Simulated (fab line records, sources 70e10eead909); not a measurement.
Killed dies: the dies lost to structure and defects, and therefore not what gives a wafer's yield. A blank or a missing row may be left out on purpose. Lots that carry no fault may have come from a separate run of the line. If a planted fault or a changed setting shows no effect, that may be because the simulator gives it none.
fab line records	flow nand_harc
[record] lots = 24	wafers = 72	last_day = 34
route steps=1302 shown P_BONDPAD@372 A_ZERO_WELL@411 A_ONON_D1@441 A_CHANNEL_FILL_D1@492
lots that met no fault: taken from a fault-free run of the same line
start_h: hours from the record's first day to the start of the lot's first wafer shown	wait_h: how many hours have passed since the lot's step before this one	" identical to the entry in the row above	L1.1+2: one row covering several wafers at once	- either no value or no given start	* or withheld: withheld	< > ~ a bound
route shown NAME@n: names a module that has steps shown in the file, with the first one's number in the route	usual: mean/standard deviation of fault-free wafers	same: alike in all rows	chamber/n: place in a boat	sites: per-site readings	_std_site: standard deviation across them	_edge_site: mean of outer sites minus mean of inner sites	radius_mm: for every site, how far away it sits from the centre of the wafer	mask NAME#n: copy n	behind: tool/chamber where the wafer was last shaped	hold: cause of the lot's hold/its duration in hours/its outcome	device: whichever transistor did not switch (one of n, p or np)	end of line: tests run on the same wafers once the route is complete	for a step that has no rows: nothing shown but its recipe	killed: not the wafer's yield, but the dies lost to structure and defects at the first sort	map: a wafer's dies, marking killed ones x, the rest . and places with no die _
set.NAME: the run value of the setting; set.NAME@STEP: its run value at that earlier step	model.NAME: the simulator's own value behind a step, which no gauge read
steps of the route over a sample of lots; a table a step, a row a wafer
services: a tool's chamber out of use, with start hour (start_h, from the record's first day; less than 0 if before it), hours out, and reason
[[steps]]
[step NHARC_P_BONDPAD_ETCH_24]
[recipe] target_depth_a = 300	over_etch_frac = 0.3	time_s = 72.99	ion_energy_ev = 150	cf4_flow_sccm = 50	n2_flow_sccm = 100	ar_flow_sccm = 150	rf_w = 300	bias_w = 100	chemistry = CF4/N2
[usual] drypump_motor_current_A = 5.9/0.46	n2_flow_sccm = 100.0/0.31	oes_product_au = 1.002/0.0075	rf_vpp_V = 314.3/1.5	showerhead_plenum_p_Torr = 2.64/0.074	throttle_valve_pct = 19.794/0.0087
[same] over_etch_frac = 0.3	time_s = 72.99
lot.wafer	tool	chamber	start_h	wait_h	drypump_motor_current_A	n2_flow_sccm	oes_product_au	rf_hours_counter_h	rf_vpp_V	showerhead_plenum_p_Torr	throttle_valve_pct
L074.2	rie_diel-13	1	-	-	6.1	100.3	0.999	6.4	314.5	2.62	19.794
L074.3	"	2	"	"	6.2	99.9	1.002	6.4	316.9	2.74	19.800
L074.5	"	1	"	"	6.1	100.0	0.992	-	314.3	2.62	19.793
L075.1	rie_diel-08	3	150.25	0.1	5.1	99.9	0.998	2.6	314.1	2.63	19.796
L075.2	"	2	"	"	5.6	100.3	0.986	2.6	313.4	2.57	19.801
L075.4	"	0	"	"	6.2	99.9	0.986	-	312.8	2.62	19.796
L076.4	rie_diel-13	0	-	-	5.4	100.4	1.021	7.1	312.4	2.49	19.804
L076.5	"	2	"	"	6.2	100.3	1.001	-	316.4	2.74	19.787
L076.6	"	3	"	"	5.4	99.8	1.009	-	315.9	2.70	19.789
L077.1	rie_diel-08	1	-	-	5.5	99.6	1.010	3.6	311.9	2.55	19.801
L077.2	"	2	"	"	5.6	100.6	1.010	3.6	312.6	2.57	19.779
L077.5	"	0	"	"	6.2	100.0	0.997	-	312.9	2.62	19.793
L078.3	rie_diel-05	3	-	-	6.0	100.3	1.004	6.1	316.5	2.79	19.804
L078.1	"	0	"	"	5.8	100.3	1.002	6.8	314.7	2.68	19.794
L078.5	"	2	"	"	6.6	99.4	1.007	-	314.2	2.64	19.802
L079.1	rie_diel-08	0	-	-	6.2	100.1	0.995	3.9	314.7	2.62	19.801
L079.3	"	2	"	"	5.6	99.6	1.002	3.9	312.7	2.57	19.795
L079.5	"	1	"	"	5.5	100.4	0.990	-	312.9	2.55	19.794
L080.2	rie_diel-05	3	194.96	0.1	6.0	99.8	1.008	6.9	316.4	2.79	19.798
L080.6	"	3	"	"	6.0	99.7	1.007	-	316.9	2.79	19.784
L080.5	"	1	"	"	6.5	100.0	0.999	-	313.4	2.67	19.786
L081.4	rie_diel-05	2	-	-	6.6	100.2	1.008	8.6	314.5	2.64	19.784
L081.1	"	3	"	"	6.0	100.1	1.007	7.3	317.1	2.79	19.789
L081.6	"	1	"	"	6.5	99.6	1.004	-	315.2	2.67	19.795
L082.2	rie_diel-05	2	-	-	6.6	99.4	1.006	9.8	315.0	2.64	19.783
L082.1	"	0	"	"	5.8	100.0	1.009	8.3	315.0	2.68	19.790
L082.5	"	1	"	"	6.5	99.7	1.013	-	315.8	2.67	19.788
L083.4	rie_diel-08	0	-	-	6.2	99.8	1.004	0.3	313.1	2.61	19.800
L083.3	"	1	"	"	5.5	100.4	0.993	2.2	311.5	2.55	19.782
L083.6	"	1	"	"	5.5	100.0	0.993	-	311.8	2.55	19.805
L084.2	rie_diel-08	1	-	-	5.5	100.3	0.997	2.3	312.6	2.55	19.799
L084.4	"	3	"	"	5.1	99.5	0.993	2.4	314.6	2.63	19.792
L084.6	"	1	"	"	5.5	100.6	0.991	-	311.7	2.55	19.785
L085.4	rie_diel-05	2	-	-	6.6	99.6	1.007	0.2	315.6	2.63	19.799
L085.3	"	1	"	"	6.5	100.0	0.999	0.2	315.2	2.67	19.804
L085.6	"	2	"	"	6.6	100.4	1.014	-	313.7	2.63	19.801
L086.1	rie_diel-08	0	-	-	6.2	99.5	1.002	0.6	313.6	2.61	19.795
L086.3	"	3	"	"	5.1	100.1	0.997	2.6	313.3	2.63	19.794
L086.5	"	0	"	"	6.2	100.0	0.993	-	313.0	2.61	19.789
L087.1	rie_diel-08	1	-	-	5.5	99.6	0.996	2.6	311.9	2.55	19.799
L087.2	"	0	"	"	6.2	99.7	1.006	0.7	312.9	2.61	19.783
L087.5	"	1	"	"	5.5	99.3	0.997	-	312.8	2.55	19.789
L089.4	rie_diel-08	3	-	-	5.1	99.9	0.993	3.2	313.6	2.63	19.787
L089.3	"	0	"	"	6.2	100.2	1.003	1.3	313.9	2.61	19.796
L089.1	"	1	"	"	5.5	100.2	1.012	3.1	312.1	2.55	19.788
L088.4	rie_diel-13	0	-	-	5.5	99.8	0.990	4.7	312.6	2.49	19.796
L088.2	"	2	"	"	6.2	99.8	0.993	4.9	315.9	2.74	19.804
L088.6	"	1	"	"	6.1	100.3	0.995	-	314.2	2.62	19.809
L090.1	rie_diel-08	2	-	-	5.6	100.0	1.005	3.7	313.3	2.57	19.799
L090.3	"	3	"	"	5.1	99.8	1.004	3.7	314.0	2.63	19.797
L090.6	"	1	"	"	5.5	100.5	1.003	-	313.8	2.55	19.792
L091.4	rie_diel-05	1	-	-	6.5	100.2	0.998	5.1	313.2	2.67	19.783
L091.3	"	3	"	"	6.0	100.1	0.999	4.7	318.2	2.79	19.778
L091.2	"	0	"	"	5.8	99.1	1.014	5.2	316.4	2.67	19.777
L092.4	rie_diel-05	0	-	-	5.8	100.0	1.012	5.3	315.0	2.67	19.808
L092.3	"	1	"	"	6.5	100.0	1.010	5.2	315.3	2.67	19.801
L092.6	"	0	"	"	5.8	100.0	1.008	-	314.9	2.67	19.798
L093.1	rie_diel-13	0	-	-	5.4	100.4	1.008	6.5	311.9	2.49	19.793
L093.3	"	1	"	"	6.1	100.0	1.010	7.7	314.6	2.62	19.801
L093.5	"	3	"	"	5.5	100.0	1.001	-	314.8	2.70	19.786
L095.2	rie_diel-08	0	-	-	6.2	100.2	0.992	2.5	314.9	2.61	19.790
L095.1	"	1	"	"	5.5	100.1	0.996	4.5	313.4	2.55	19.810
L095.3	"	3	"	"	5.1	100.8	1.006	4.3	313.7	2.62	19.794
L094.2	rie_diel-05	0	-	-	5.8	100.0	1.006	8.0	313.3	2.67	19.799
L094.6	"	3	"	"	6.0	100.3	1.005	-	316.6	2.79	19.805
L094.5	"	0	"	"	5.8	99.3	1.012	-	314.9	2.67	19.796
L096.2	rie_diel-05	3	-	-	6.0	100.1	1.002	8.7	316.7	2.79	19.798
L096.5	"	0	"	"	5.8	100.2	1.006	-	314.9	2.67	19.794
L096.6	"	1	"	"	6.6	99.6	0.999	-	314.0	2.66	19.784
L097.3	rie_diel-08	0	-	-	6.2	99.9	1.005	3.5	313.5	2.61	19.794
L097.2	"	1	"	"	5.5	100.4	1.005	5.4	313.7	2.55	19.785
L097.6	"	1	"	"	5.5	100.1	1.004	-	311.6	2.55	19.813
[step NHARC_P_BONDPAD_INSPECT_23]
[usual] raw_defect_count = 309/120
lot.wafer	tool	chamber	start_h	wait_h	raw_defect_count
L074.2	defect_inspect-01	-	136.37	0.0	329
L074.3	"	-	"	"	301
L074.5	"	-	"	"	403
L075.1	defect_inspect-02	-	152.29	0.0	273
L075.2	"	-	"	"	343
L075.4	"	-	"	"	233
L076.4	defect_inspect-01	-	159.70	0.0	176
L076.5	"	-	"	"	212
L076.6	"	-	"	"	229
L077.1	defect_inspect-01	-	165.61	0.0	255
L077.2	"	-	"	"	208
L077.5	"	-	"	"	313
L078.1	defect_inspect-02	-	175.03	0.0	451
L078.3	"	-	"	"	305
L078.5	"	-	"	"	262
L079.1	defect_inspect-02	-	181.53	0.0	380
L079.3	"	-	"	"	368
L079.5	"	-	"	"	608
L080.2	defect_inspect-01	-	196.97	0.0	482
L080.5	"	-	"	"	336
L080.6	"	-	"	"	441
L081.1	defect_inspect-02	-	205.83	0.0	297
L081.4	"	-	"	"	241
L081.6	"	-	"	"	237
L082.1	defect_inspect-01	-	222.27	0.0	275
L082.2	"	-	"	"	278
L082.5	"	-	"	"	222
L083.3	defect_inspect-02	-	237.63	0.0	233
L083.4	"	-	"	"	154
L083.6	"	-	"	"	202
L084.2	defect_inspect-01	-	238.29	0.0	642
L084.4	"	-	"	"	471
L084.6	"	-	"	"	286
L085.3	defect_inspect-01	-	248.00	0.0	240
L085.4	"	-	"	"	430
L085.6	"	-	"	"	258
L086.1	defect_inspect-02	-	254.31	0.0	252
L086.3	"	-	"	"	316
L086.5	"	-	"	"	354
L087.1	defect_inspect-02	-	263.69	0.0	759
L087.2	"	-	"	"	369
L087.5	"	-	"	"	345
L089.1	defect_inspect-02	-	282.62	0.0	347
L089.3	"	-	"	"	209
L089.4	"	-	"	"	246
L088.2	defect_inspect-01	-	283.28	0.0	187
L088.4	"	-	"	"	200
L088.6	"	-	"	"	225
L090.1	defect_inspect-02	-	300.29	0.0	428
L090.3	"	-	"	"	360
L090.6	"	-	"	"	214
L091.2	defect_inspect-01	-	301.60	0.0	227
L091.3	"	-	"	"	427
L091.4	"	-	"	"	429
L092.3	defect_inspect-01	-	314.03	0.0	408
L092.4	"	-	"	"	342
L092.6	"	-	"	"	375
L093.1	defect_inspect-01	-	326.71	0.0	158
L093.3	"	-	"	"	194
L093.5	"	-	"	"	247
L095.1	defect_inspect-01	-	345.84	0.0	279
L095.2	"	-	"	"	237
L095.3	"	-	"	"	245
L094.2	defect_inspect-01	-	354.96	0.0	263
L094.5	"	-	"	"	250
L094.6	"	-	"	"	194
L096.2	defect_inspect-01	-	361.36	0.0	194
L096.5	"	-	"	"	199
L096.6	"	-	"	"	185
L097.2	defect_inspect-02	-	361.96	0.0	378
L097.3	"	-	"	"	310
L097.6	"	-	"	"	265
[step NHARC_A_ZERO_WELL_RTA_16]
[recipe] temp_c = 1000	time_s = 10
[usual] lamp_power_pct = 32.0/0.73	lamp_zone_5_pct = 32.0/0.73	wafer_temp_C_max = 1003.5/0.7
[same] time_s = 10
lot.wafer	tool	chamber	start_h	wait_h	lamp_power_pct	lamp_zone_5_pct	wafer_temp_C_max
L074.2	rtp_anneal-01	0	138.96	-	32.6	32.7	1002.9
L074.3	"	0	"	"	32.6	32.7	1003.1
L074.5	"	0	"	"	32.6	32.6	1002.3
L075.1	rtp_anneal-01	0	154.86	-	32.6	32.5	1003.7
L075.2	"	0	"	"	32.6	32.6	1003.1
L075.4	"	0	"	"	32.6	32.6	1003.3
L076.4	rtp_anneal-02	0	162.29	-	31.1	31.1	1003.9
L076.5	"	0	"	"	31.2	31.1	1002.4
L076.6	"	0	"	"	31.1	31.1	1002.1
L077.1	rtp_anneal-02	0	168.27	0.1	31.1	31.1	1005.3
L077.2	"	0	"	"	31.1	31.1	1003.4
L077.5	"	0	"	"	31.2	31.1	1004.5
L078.1	rtp_anneal-02	0	177.60	-	31.0	31.1	1003.5
L078.3	"	0	"	"	31.2	31.1	1003.8
L078.5	"	0	"	"	31.1	31.1	1004.0
L079.1	rtp_anneal-01	0	183.97	-	32.6	32.6	1004.5
L079.3	"	0	"	"	32.6	32.6	1003.7
L079.5	"	0	"	"	32.5	32.7	1003.0
L080.2	rtp_anneal-01	0	199.58	-	32.6	32.6	1002.9
L080.5	"	0	"	"	32.6	32.6	1003.8
L080.6	"	0	"	"	32.6	32.6	1002.6
L081.1	rtp_anneal-02	0	208.28	-	31.1	31.2	1003.7
L081.4	"	0	"	"	31.1	31.1	1004.1
L081.6	"	0	"	"	31.1	31.1	1003.6
L082.1	rtp_anneal-01	0	224.84	-	32.7	32.6	1003.0
L082.2	"	0	"	"	32.6	32.7	1002.7
L082.5	"	0	"	"	32.7	32.6	1004.3
L083.3	rtp_anneal-02	0	240.13	-	31.1	31.0	1003.7
L083.4	"	0	"	"	31.0	31.1	1003.0
L083.6	"	0	"	"	31.1	31.1	1004.6
L084.2	rtp_anneal-02	0	240.88	-	31.1	31.1	1002.9
L084.4	"	0	"	"	31.1	31.0	1004.0
L084.6	"	0	"	"	31.1	31.1	1003.3
L085.3	rtp_anneal-01	0	250.62	-	32.6	32.6	1004.9
L085.4	"	0	"	"	32.6	32.6	1003.1
L085.6	"	0	"	"	32.6	32.6	1003.2
L086.1	rtp_anneal-01	0	256.74	-	32.6	32.6	1004.2
L086.3	"	0	"	"	32.6	32.6	1002.8
L086.5	"	0	"	"	32.6	32.6	1003.5
L087.1	rtp_anneal-02	0	266.28	-	31.1	31.1	1004.4
L087.2	"	0	"	"	31.1	31.1	1004.2
L087.5	"	0	"	"	31.1	31.2	1004.7
L089.1	rtp_anneal-01	0	285.19	-	32.6	32.6	1002.9
L089.3	"	0	"	"	32.6	32.6	1003.1
L089.4	"	0	"	"	32.6	32.6	1004.1
L088.2	rtp_anneal-01	0	285.90	-	32.6	32.6	1003.1
L088.4	"	0	"	"	32.6	32.6	1003.9
L088.6	"	0	"	"	32.6	32.6	1003.6
L090.1	rtp_anneal-02	0	302.75	-	31.2	31.1	1004.2
L090.3	"	0	"	"	31.1	31.2	1004.2
L090.6	"	0	"	"	31.1	31.1	1003.5
L091.2	rtp_anneal-01	0	304.21	-	32.6	32.6	1003.4
L091.3	"	0	"	"	32.6	32.6	1004.2
L091.4	"	0	"	"	32.6	32.6	1002.3
L092.3	rtp_anneal-01	0	317.14	-	32.6	32.5	1004.4
L092.4	"	0	"	"	32.6	32.5	1003.4
L092.6	"	0	"	"	32.6	32.6	1002.9
L093.1	rtp_anneal-02	0	329.29	-	31.2	31.1	1003.5
L093.3	"	0	"	"	31.1	31.1	1002.3
L093.5	"	0	"	"	31.1	31.2	1002.8
L095.1	rtp_anneal-02	0	348.41	-	31.2	31.1	1003.4
L095.2	"	0	"	"	31.1	31.1	1003.5
L095.3	"	0	"	"	31.1	31.1	1003.9
L094.2	rtp_anneal-01	0	357.56	-	32.6	32.6	1004.4
L094.5	"	0	"	"	32.6	32.6	1003.2
L094.6	"	0	"	"	32.6	32.6	1003.2
L096.2	rtp_anneal-01	0	363.84	-	32.6	32.7	1003.4
L096.5	"	0	"	"	32.6	32.6	1003.2
L096.6	"	0	"	"	32.7	32.6	1003.4
L097.2	rtp_anneal-01	0	364.61	-	32.6	32.6	1004.1
L097.3	"	0	"	"	32.6	32.6	1003.9
L097.6	"	0	"	"	32.5	32.5	1004.6
[step NHARC_A_ZERO_WELL_INSPECT_17]
[usual] raw_defect_count = 11/5.3
lot.wafer	tool	chamber	start_h	wait_h	raw_defect_count
L074.2	defect_inspect-02	-	139.13	0.1	15
L074.3	"	-	"	"	8
L074.5	"	-	"	"	17
L075.1	defect_inspect-01	-	155.05	0.2	7
L075.2	"	-	"	"	11
L075.4	"	-	"	"	11
L076.4	defect_inspect-01	-	162.41	0.1	16
L076.5	"	-	"	"	11
L076.6	"	-	"	"	19
L077.1	defect_inspect-01	-	168.47	0.2	9
L077.2	"	-	"	"	9
L077.5	"	-	"	"	6
L078.1	defect_inspect-02	-	177.80	0.2	18
L078.3	"	-	"	"	17
L078.5	"	-	"	"	2
L079.1	defect_inspect-02	-	184.16	0.2	6
L079.3	"	-	"	"	10
L079.5	"	-	"	"	23
L080.2	defect_inspect-01	-	199.75	0.1	9
L080.5	"	-	"	"	7
L080.6	"	-	"	"	20
L081.1	defect_inspect-01	-	208.48	0.2	17
L081.4	"	-	"	"	18
L081.6	"	-	"	"	16
L082.1	defect_inspect-02	-	225.03	0.2	16
L082.2	"	-	"	"	11
L082.5	"	-	"	"	17
L083.3	defect_inspect-02	-	240.27	0.1	8
L083.4	"	-	"	"	6
L083.6	"	-	"	"	3
L084.2	defect_inspect-02	-	241.05	0.1	20
L084.4	"	-	"	"	15
L084.6	"	-	"	"	12
L085.3	defect_inspect-01	-	250.76	0.1	9
L085.4	"	-	"	"	8
L085.6	"	-	"	"	4
L086.1	defect_inspect-02	-	256.94	0.2	2
L086.3	"	-	"	"	9
L086.5	"	-	"	"	6
L087.1	defect_inspect-01	-	266.48	0.2	13
L087.2	"	-	"	"	14
L087.5	"	-	"	"	5
L089.1	defect_inspect-02	-	285.41	0.2	7
L089.3	"	-	"	"	6
L089.4	"	-	"	"	15
L088.2	defect_inspect-01	-	286.07	0.1	8
L088.4	"	-	"	"	6
L088.6	"	-	"	"	5
L090.1	defect_inspect-01	-	302.94	0.2	8
L090.3	"	-	"	"	8
L090.6	"	-	"	"	8
L091.2	defect_inspect-01	-	304.38	0.1	31
L091.3	"	-	"	"	15
L091.4	"	-	"	"	12
L092.3	defect_inspect-02	-	317.28	0.1	16
L092.4	"	-	"	"	7
L092.6	"	-	"	"	11
L093.1	defect_inspect-01	-	329.48	0.2	4
L093.3	"	-	"	"	9
L093.5	"	-	"	"	11
L095.1	defect_inspect-02	-	348.61	0.2	8
L095.2	"	-	"	"	13
L095.3	"	-	"	"	9
L094.2	defect_inspect-01	-	357.73	0.1	10
L094.5	"	-	"	"	9
L094.6	"	-	"	"	17
L096.2	defect_inspect-02	-	364.01	0.1	15
L096.5	"	-	"	"	11
L096.6	"	-	"	"	26
L097.2	defect_inspect-01	-	364.78	0.1	11
L097.3	"	-	"	"	11
L097.6	"	-	"	"	15
[step NHARC_A_ONON_D1_THK_MEAS_24]
[recipe] thk_meas_gauge = ellipsometry
[usual] thk_nm = 1000/9.7
lot.wafer	tool	chamber	start_h	wait_h	thk_nm
L074.2	film_metro-01	-	167.65	-	1018
L074.3	"	-	"	"	1018
L074.5	"	-	"	"	1019
L075.1	film_metro-01	-	186.92	-	1018
L075.2	"	-	"	"	1018
L075.4	"	-	"	"	1019
L076.4	film_metro-01	-	196.54	-	1016
L076.5	"	-	"	"	1017
L076.6	"	-	"	"	1015
L077.1	film_metro-01	-	201.95	-	999
L077.2	"	-	"	"	1000
L077.5	"	-	"	"	999
L078.1	film_metro-02	-	210.46	-	1009
L078.3	"	-	"	"	1009
L078.5	"	-	"	"	1008
L079.1	film_metro-02	-	221.50	-	994
L079.3	"	-	"	"	992
L079.5	"	-	"	"	993
L080.2	film_metro-01	-	237.55	-	1009
L080.5	"	-	"	"	1007
L080.6	"	-	"	"	1005
L081.1	film_metro-01	-	237.68	-	1003
L081.4	"	-	"	"	1003
L081.6	"	-	"	"	1004
L082.1	film_metro-01	-	257.51	-	1004
L082.2	"	-	"	"	1003
L082.5	"	-	"	"	1004
L083.3	film_metro-01	-	271.93	-	1006
L083.4	"	-	"	"	1006
L083.6	"	-	"	"	1005
L084.2	film_metro-02	-	272.29	-	1005
L084.4	"	-	"	"	1008
L084.6	"	-	"	"	1006
L085.3	film_metro-01	-	287.22	-	987
L085.4	"	-	"	"	987
L085.6	"	-	"	"	987
L086.1	film_metro-01	-	287.23	-	1000
L086.3	"	-	"	"	999
L086.5	"	-	"	"	1000
L087.1	film_metro-02	-	299.27	-	1009
L087.2	"	-	"	"	1009
L087.5	"	-	"	"	1009
L089.1	film_metro-02	-	320.63	-	1000
L089.3	"	-	"	"	997
L089.4	"	-	"	"	1000
L088.2	film_metro-01	-	320.65	-	997
L088.4	"	-	"	"	997
L088.6	"	-	"	"	999
L091.2	film_metro-02	-	335.01	-	999
L091.3	"	-	"	"	999
L091.4	"	-	"	"	999
L090.1	film_metro-01	-	335.01	-	981
L090.3	"	-	"	"	980
L090.6	"	-	"	"	983
L092.3	film_metro-02	-	352.07	-	987
L092.4	"	-	"	"	989
L092.6	"	-	"	"	988
L093.1	film_metro-01	-	361.75	-	985
L093.3	"	-	"	"	986
L093.5	"	-	"	"	985
L095.1	film_metro-01	-	380.52	-	997
L095.2	"	-	"	"	995
L095.3	"	-	"	"	997
L094.2	film_metro-01	-	393.33	-	991
L094.5	"	-	"	"	992
L094.6	"	-	"	"	991
L097.2	film_metro-02	-	400.39	-	1000
L097.3	"	-	"	"	999
L097.6	"	-	"	"	999
L096.2	film_metro-01	-	400.40	-	995
L096.5	"	-	"	"	996
L096.6	"	-	"	"	996
[step NHARC_A_CHANNEL_FILL_D1_ALD_02]
[recipe] target_thk_a = 60	pulse_time_s = 10	ald_cycles = 60	temp_c = 300	material = SiO2
[usual] heater_power_w = 487/53	precursor_pulse_height_rel = 1.000/0.019
lot.wafer	tool	chamber	start_h	wait_h	heater_power_w	precursor_pulse_height_rel
L074.2	ald_hk-02	0	186.10	-	475	0.998
L074.3	"	2	"	"	440	0.981
L074.5	"	0	"	"	475	1.008
L075.2	ald_hk-01	1	201.30	-	385	1.010
L075.4	"	2	"	"	456	1.041
L075.1	"	3	"	"	443	1.011
L076.4	ald_hk-04	3	210.35	-	437	1.037
L076.5	"	2	"	"	571	1.009
L076.6	"	3	"	"	440	0.996
L077.2	ald_hk-01	1	213.81	-	388	1.000
L077.1	"	0	"	"	528	0.981
L077.5	"	1	"	"	392	0.975
L078.3	ald_hk-04	1	222.35	-	507	0.981
L078.1	"	0	"	"	486	1.007
L078.5	"	2	"	"	567	1.013
L079.1	ald_hk-02	3	233.12	-	480	0.955
L079.3	"	2	"	"	438	1.024
L079.5	"	0	"	"	472	0.994
L080.2	ald_hk-01	0	249.65	-	503	0.994
L080.6	"	3	"	"	430	1.036
L080.5	"	0	"	"	524	1.009
L081.1	ald_hk-01	2	250.83	-	457	0.999
L081.4	"	0	"	"	516	0.985
L081.6	"	2	"	"	465	0.974
L082.2	ald_hk-04	3	273.18	-	459	0.989
L082.1	"	0	"	"	540	0.958
L082.5	"	2	"	"	578	1.006
L083.3	ald_hk-04	0	284.77	-	528	0.987
L083.4	"	3	"	"	454	0.978
L083.6	"	0	"	"	530	1.013
L084.2	ald_hk-04	1	285.28	-	499	0.978
L084.4	"	3	"	"	457	0.992
L084.6	"	0	"	"	525	0.998
L085.4	ald_hk-02	3	299.24	-	474	0.995
L085.3	"	0	"	"	480	0.992
L085.6	"	3	"	"	473	0.966
L086.3	ald_hk-02	3	301.91	-	486	0.999
L086.1	"	1	"	"	594	0.999
L086.5	"	3	"	"	474	0.984
L087.1	ald_hk-01	3	311.23	-	418	1.002
L087.2	"	2	"	"	443	1.011
L087.5	"	0	"	"	549	1.028
L089.3	ald_hk-02	0	332.72	-	496	1.014
L089.1	"	1	"	"	591	1.019
L089.4	"	2	"	"	446	0.998
L088.4	ald_hk-01	3	333.74	-	416	0.992
L088.2	"	1	"	"	419	0.953
L088.6	"	3	"	"	431	1.012
L090.1	ald_hk-04	1	351.51	-	505	0.974
L090.3	"	3	"	"	455	1.020
L090.6	"	2	"	"	567	1.011
L091.2	ald_hk-04	0	358.67	-	528	0.986
L091.3	"	2	"	"	558	0.998
L091.4	"	3	"	"	455	1.031
L092.4	ald_hk-04	0	369.95	-	535	1.010
L092.3	"	1	"	"	498	0.989
L092.6	"	0	"	"	534	1.013
L093.1	ald_hk-01	3	373.48	-	427	1.034
L093.3	"	1	"	"	401	1.014
L093.5	"	3	"	"	428	0.974
L095.1	ald_hk-02	3	392.16	-	471	0.985
L095.3	"	0	"	"	490	1.015
L095.2	"	1	"	"	578	0.982
L094.2	ald_hk-02	3	406.38	-	463	1.007
L094.5	"	0	"	"	490	0.999
L094.6	"	1	"	"	551	1.020
L097.3	ald_hk-01	1	418.17	-	417	1.024
L097.2	"	2	"	"	446	1.021
L097.6	"	1	"	"	406	0.989
L096.2	ald_hk-01	1	419.00	-	425	1.017
L096.6	"	2	"	"	457	0.993
L096.5	"	3	"	"	422	1.009
[[services]]
tool	chamber	start_h	hours	kind
ald_hk-01	-	118.00	10.0	pm
rie_diel-08	1	139.34	14.4	repair
rie_diel-08	3	157.51	5.1	repair
rie_diel-13	-	165.30	9.0	pm
ald_hk-02	-	173.34	10.0	pm
rie_diel-08	-	187.78	1.6	repair
rie_diel-08	-	190.80	9.0	pm
rie_diel-05	0	191.70	3.7	repair
ald_hk-02	-	203.25	1.4	repair
rie_diel-08	0	205.70	28.8	repair
rie_diel-05	0	214.54	3.1	repair
rie_diel-08	2	228.62	1.9	repair
rie_diel-05	-	229.62	9.0	pm
rie_diel-13	3	249.33	5.0	repair
ald_hk-04	-	257.47	10.0	pm
rie_diel-13	0	261.38	7.6	repair
ald_hk-01	-	264.41	1.0	repair
ald_hk-01	-	285.58	2.4	repair
ald_hk-01	-	296.00	10.0	pm
rie_diel-13	-	308.01	2.1	repair
rie_diel-08	-	348.02	1.2	repair
rie_diel-08	-	367.80	9.0	pm
rtp_anneal-01	-	372.00	12.0	pm
rie_diel-05	-	406.62	9.0	pm
[[key]]
fault none
